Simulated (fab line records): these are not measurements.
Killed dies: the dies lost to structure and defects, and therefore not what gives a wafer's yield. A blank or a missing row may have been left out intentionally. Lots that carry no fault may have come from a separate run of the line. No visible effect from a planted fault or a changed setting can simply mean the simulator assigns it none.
Struck lot and sound lot, side by side | flow n5 finfet | 14 out of 1938 route steps
Sound: these wafers, L992.1, L992.4, L992.5. Struck: wafer L100.5 (left out: L100.2, L100.4 of the same lot, which were not struck); the cause appears at the end.
At each step with rows: each side's tool, then ch and its chambers, then its first start. Under that, the readings that differ: sound wafers | struck wafers | difference of the means | sigmas: that difference in standard deviations of wafers without a fault.
alike: readings whose means differ by less than 2 such deviations, and words and numbers that are the same on both sides. not compared: withheld readings, readings that some wafer has no value for, bounds like >300 that may hide the same value, and numbers for which the record gives no deviation and whose values overlap.
Wherever a step has rows on one side only, a row that says differs or no value, or a row with sigmas, the two part there. Numbers that don't overlap but have no deviation are shown without sigmas and don't part them. Lack of a reading on every wafer of one side parts them only where that side has two or more wafers.

first, 2 steps without rows for these wafers: N5_BEOL_M10_PRECLEAN_42 (cleans in residue remover, time 60 s); N5_BEOL_M10_SRD_43 (time 30 s).
N5_BEOL_M10_CD_MEAS_35 targets a cd of 70 nm.
  sound on cd sem-03 at day 12 16:18; struck on cd sem-02 at day 15 02:38
  reading    | sound          | struck | difference | sigmas
  cd nm (nm) | 70.2 70.6 70.3 | 69.4   | -1.0       | -2
N5_BEOL_M10_CURE_72: cures SiCOH lowk, time 120 s.
  sound on uv cure-03 ch 1, day 12 16:25; struck on uv cure-01 ch 1, day 15 02:44
  reading            | sound             | struck | difference | sigmas
  lamp power pct (%) | 52.23 52.26 52.28 | 52.39  | +0.13      | +3
  alike: wafer_temp_C_max
then, 1 step without rows for these wafers: N5_BEOL_M10_DEGAS_44 (time 60 s).
N5_BEOL_M10_PRE_CLEAN_45: time 30 s.
  sound on pvd sputter-02 at day 12 17:16; struck on pvd sputter-01 at day 15 03:34
  alike: heater power w
N5_BEOL_M10_ALD_74: deposits TaN, target thk 2 nm, pulse time 2 s, purge time 3 s.
  sound on ald metal-01 ch 1,3, day 12 17:25; struck on ald metal-01 ch 1, day 15 03:42
  reading            | sound       | struck | difference | sigmas
  heater power w (W) | 515 365 376 | 516    | +97        | +2
  alike: mfc carrier sccm, precursor vessel pressure torr
N5_BEOL_M10_SURFACE_TREAT_76:
  sound on pvd sputter-01 at day 12 17:57; struck on pvd sputter-03 at day 15 04:19
  not compared: throttle valve pct
then, 3 steps without rows for these wafers: N5_BEOL_M10_CVD_75 (deposits Co from CCTBA/H2, target thk 2 nm, time 138.9 s); N5_BEOL_M10_SPUTTER_48 (material Cu, target thk 12 nm, time 2 s); N5_BEOL_M10_ECD_50 (material Cu, target thk 318 nm).
N5_BEOL_M10_ANNEAL_51: time 90 s.
  sound on rtp anneal-02 ch 0, day 12 19:08; struck on rtp anneal-01 ch 0, day 15 04:49
  alike: wafer_temp_C_max
N5_BEOL_M10_CMP_52: polishes, stops on SiCOH lowk, t overpolish 7 s, target thk 140 nm.
  sound on cmp-04 ch 0,2, day 12 19:26; struck on cmp-04 ch 1, day 15 05:04
  reading          | sound             | struck | difference | sigmas
  platen rpm (rpm) | 49.93 50.00 49.98 | 52.00  | +2.03      | +60
  alike: barrier field endpoint s, motor current A, overpolish run s, retaining ring pressure frac, time to endpoint s
N5_PASSIVATION_PROBE_49:
  sound on prober-01 at day 14 16:16; struck on prober-02 at day 17 04:25
  reading                  | sound          | struck | difference | sigmas
  defect limited yield (%) | 94.6 91.9 91.9 | 89.7   | -3.1       | -2
  killed at front end      | 18 29 22       | 51     | +28        | +3
  killed at other          | 3 2 1          | 9      | +7         | +2
  killed dies              | 64 96 96       | 122    | +37        | +2
  sort n pass              | 1116 1084 1084 | 1058   | -37        | -2
  sort yield pct (%)       | 94.6 91.9 91.9 | 89.7   | -3.1       | -2
  alike: killed_at_M0_to_M3, killed_at_M4_up, killed at contacts, killed open, killed short, sort_bin_5_function, sort_bin_6_memory

== WHERE THEY PART ==
First at N5_BEOL_M10_CD_MEAS_35; last, within this record, at N5_PASSIVATION_PROBE_49.

WHY: what had been put in by the simulator
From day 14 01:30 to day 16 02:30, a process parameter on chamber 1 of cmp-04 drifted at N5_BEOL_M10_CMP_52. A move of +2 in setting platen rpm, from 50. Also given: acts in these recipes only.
